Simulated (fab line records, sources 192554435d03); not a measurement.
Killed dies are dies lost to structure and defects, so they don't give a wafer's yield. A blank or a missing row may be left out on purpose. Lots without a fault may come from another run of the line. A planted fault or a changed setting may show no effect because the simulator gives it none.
Chamber matching | flow n5_finfet | N5_BEOL_M0_STRIP_104 on rie_diel-02: 4 sister chambers
The step strips in N2/H2. 16 wafers are shown with their chamber, then 8 later ones without.

WAFERS WITH THEIR CHAMBER
wafer  | chamber | drypump_motor_current_A (A) | showerhead_plenum_p_Torr (Torr) | throttle_valve_pct (%)
L074.3 | 2       | 5.8                         | 2.59                            | 23.6
L074.4 | 1       | 5.9                         | 2.48                            | 24.0
L074.6 | 3       | 5.9                         | 2.51                            | 23.8
L077.3 | 3       | 5.9                         | 2.50                            | 23.8
L077.4 | 2       | 5.7                         | 2.58                            | 23.7
L077.6 | 0       | 5.3                         | 2.54                            | 24.4
L079.1 | 2       | 5.7                         | 2.58                            | 23.7
L079.4 | 0       | 5.3                         | 2.54                            | 24.4
L079.6 | 3       | 5.9                         | 2.50                            | 23.8
L080.4 | 1       | 5.9                         | 2.47                            | 24.1
L080.5 | 0       | 5.3                         | 2.54                            | 24.4
L080.6 | 1       | 5.9                         | 2.47                            | 24.0
L089.1 | 1       | 5.8                         | 2.47                            | 24.1
L089.5 | 1       | 5.9                         | 2.47                            | 24.1
L089.6 | 3       | 5.9                         | 2.49                            | 23.8
L091.1 | 3       | 5.9                         | 2.49                            | 23.9

SIGNATURES (means of the wafers above)
reading                  | chamber 0 | chamber 1 | chamber 2 | chamber 3 | scatter within a chamber
drypump_motor_current_A  | 5.300     | 5.880     | 5.733     | 5.900     | 0.035
showerhead_plenum_p_Torr | 2.5400    | 2.4720    | 2.5833    | 2.4980    | 0.00596
throttle_valve_pct       | 24.400    | 24.060    | 23.667    | 23.820    | 0.0471
Rule: a wafer's distance from a chamber is the root of the sum, over the readings, of the square of ((its reading less the chamber's mean) divided by the reading's scatter). The wafer belongs to the nearest chamber; if the next one is less than 2 further off, it can't be placed. The scatter: the root of (the sum of the squares of (reading less its chamber's mean) over the shown wafers, divided by (wafers less chambers)).

WAFERS WITHOUT THEIR CHAMBER
wafer  | drypump_motor_current_A (A) | showerhead_plenum_p_Torr (Torr) | throttle_valve_pct (%)
L091.2 | 5.3                         | 2.53                            | 24.4
L091.4 | 5.9                         | 2.46                            | 24.1
L096.3 | 5.8                         | 2.57                            | 23.7
L096.5 | 5.9                         | 2.46                            | 24.1
L096.6 | 5.8                         | 2.57                            | 23.7
L097.2 | 5.9                         | 2.46                            | 24.1
L097.3 | 5.3                         | 2.52                            | 24.5
L097.5 | 5.3                         | 2.52                            | 24.5

WHICH CHAMBER EACH WENT THROUGH
wafer  | from the rows above | in truth
L091.2 | 0                   | 0
L091.4 | 1                   | 1
L096.3 | 2                   | 2
L096.5 | 1                   | 1
L096.6 | 2                   | 2
L097.2 | 1                   | 1
L097.3 | 0                   | 0
L097.5 | 0                   | 0
Placed correctly: 8 of 8. Can't be placed from these rows: 0. Placed wrongly: 0.
